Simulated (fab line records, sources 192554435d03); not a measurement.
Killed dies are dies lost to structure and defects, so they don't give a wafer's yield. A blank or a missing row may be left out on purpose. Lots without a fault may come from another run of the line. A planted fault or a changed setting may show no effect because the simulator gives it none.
Chamber matching | flow n5_finfet | N5_BEOL_M11_ETCH_66 on rie_diel-03: 4 sister chambers
The step etches SOC in N2/H2, target depth 120 nm, overetch 24 nm, time 180 s. 14 wafers are shown with their chamber, then 7 later ones without.

WAFERS WITH THEIR CHAMBER
wafer  | chamber | showerhead_plenum_p_Torr (Torr) | throttle_valve_pct (%) | oes_product_au (a.u.)
L074.1 | 1       | 2.59                            | 17.47                  | 0.76
L074.4 | 3       | 2.45                            | 17.82                  | 0.63
L074.5 | 3       | 2.45                            | 17.84                  | 0.64
L078.2 | 2       | 2.43                            | 17.95                  | 0.58
L078.4 | 0       | 2.42                            | 17.86                  | 0.60
L078.6 | 2       | 2.43                            | 17.95                  | 0.58
L083.1 | 2       | 2.43                            | 17.98                  | 0.58
L083.2 | 1       | 2.59                            | 17.49                  | 0.75
L083.3 | 3       | 2.44                            | 17.86                  | 0.63
L090.1 | 0       | 2.41                            | 17.90                  | 0.59
L090.3 | 3       | 2.44                            | 17.87                  | 0.62
L090.4 | 2       | 2.42                            | 17.99                  | 0.57
L093.1 | 1       | 2.58                            | 17.53                  | 0.71
L093.3 | 0       | 2.41                            | 17.90                  | 0.59

SIGNATURES (means of the wafers above)
reading                  | chamber 0 | chamber 1 | chamber 2 | chamber 3 | scatter within a chamber
showerhead_plenum_p_Torr | 2.4133    | 2.5867    | 2.4275    | 2.4450    | 0.00555
throttle_valve_pct       | 17.8867   | 17.4967   | 17.9675   | 17.8475   | 0.0238
oes_product_au           | 0.5933    | 0.7400    | 0.5775    | 0.6300    | 0.0132
Rule: a wafer's distance from a chamber is the root of the sum, over the readings, of the square of ((its reading less the chamber's mean) divided by the reading's scatter). The wafer belongs to the nearest chamber; if the next one is less than 2 further off, it can't be placed. The scatter: the root of (the sum of the squares of (reading less its chamber's mean) over the shown wafers, divided by (wafers less chambers)).

WAFERS WITHOUT THEIR CHAMBER
wafer  | showerhead_plenum_p_Torr (Torr) | throttle_valve_pct (%) | oes_product_au (a.u.)
L093.4 | 2.42                            | 18.01                  | 0.57
L094.1 | 2.43                            | 17.90                  | 0.61
L094.5 | 2.58                            | 17.52                  | 0.70
L094.6 | 2.40                            | 17.92                  | 0.58
L097.1 | 2.43                            | 17.91                  | 0.61
L097.3 | 2.41                            | 18.03                  | 0.55
L097.5 | 2.41                            | 18.02                  | 0.56

WHICH CHAMBER EACH WENT THROUGH
wafer  | from the rows above          | in truth
L093.4 | 2                            | 2
L094.1 | can't be placed: 0 or 2 or 3 | 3
L094.5 | 1                            | 1
L094.6 | 0                            | 0
L097.1 | can't be placed: 0 or 2 or 3 | 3
L097.3 | 2                            | 2
L097.5 | 2                            | 2
Placed correctly: 5 of 7. Can't be placed from these rows: 2 (the true chamber is among the candidates in 2). Placed wrongly: 0.
